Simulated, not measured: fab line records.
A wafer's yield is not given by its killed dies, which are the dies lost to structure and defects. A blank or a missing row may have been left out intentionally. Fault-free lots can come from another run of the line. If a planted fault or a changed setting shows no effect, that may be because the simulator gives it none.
The tool behind it: which one? ; flow nand_harc ; 15 lots, 45 wafers sampled, at 1 step of a route of 1302

WHAT THE GAUGES SHOWED, per wafer
NHARC_P_CONTACT_CD_MEAS_19. Usual: cd_nm at 89.4 nm, with a standard deviation of 1.7.
lot;measured;on;cd_nm (nm);flag
L980;day 5 23:38;cd_sem-03;91.9 90.9 90.9;
L983;day 7 01:44;cd_sem-01;91.9 90.3 91.7;
L985;day 8 01:05;cd_sem-03;88.3 89.1 90.9;
L986;day 8 18:58;cd_sem-01;93.5 91.6 91.5;
L987;day 9 06:31;cd_sem-03;93.9 89.7 89.1;
L988;day 9 07:21;cd_sem-02;88.5 91.0 88.6;
L989;day 9 17:20;cd_sem-02;90.6 87.2 91.8;
L990;day 10 02:01;cd_sem-02;90.1 89.5 87.3;
L992;day 10 16:45;cd_sem-02;88.5 90.6 90.2;
L998;day 13 10:25;cd_sem-02;88.1 90.6 90.3;
L999;day 13 17:32;cd_sem-01;92.1 91.3 91.1;
L100;day 14 14:01;cd_sem-03;88.3 90.6 88.1;
L101;day 14 16:28;cd_sem-03;88.9 86.9 86.7;
L102;day 15 07:02;cd_sem-03;87.0 87.3 86.2;
L103;day 15 16:00;cd_sem-01;87.5 91.9 87.5;

WHAT TOOL EACH LOT RAN ON (gives the tool, then ch and the chambers of the sampled wafers, and finally the start)
Before these readings, the record contains no process step.

WHAT THE TOOLS THEMSELVES READ (means of the sampled wafers that have a number; where no wafer has one, the mark that the record gives instead)
The record holds no such reading with a usual standard deviation.

THE ANSWER, worked out from the rows above alone
Rule: lot off if the mean of its wafers having a number is beyond 3 standard deviations from the usual mean. Also off: a lot with no number at a reading for which 4 or more lots have one. All remaining lots with rows at the step are treated as sound. First the gauges in route order, then the tools' own readings, where a lot's mean is used as printed above. At the first step where some lot is off, the reading lying furthest off is the one used; lots without a number count as furthest.
No lot is off on any of the readings shown, so nothing can be concluded from this.

WHAT THE SIMULATOR HAD INSERTED
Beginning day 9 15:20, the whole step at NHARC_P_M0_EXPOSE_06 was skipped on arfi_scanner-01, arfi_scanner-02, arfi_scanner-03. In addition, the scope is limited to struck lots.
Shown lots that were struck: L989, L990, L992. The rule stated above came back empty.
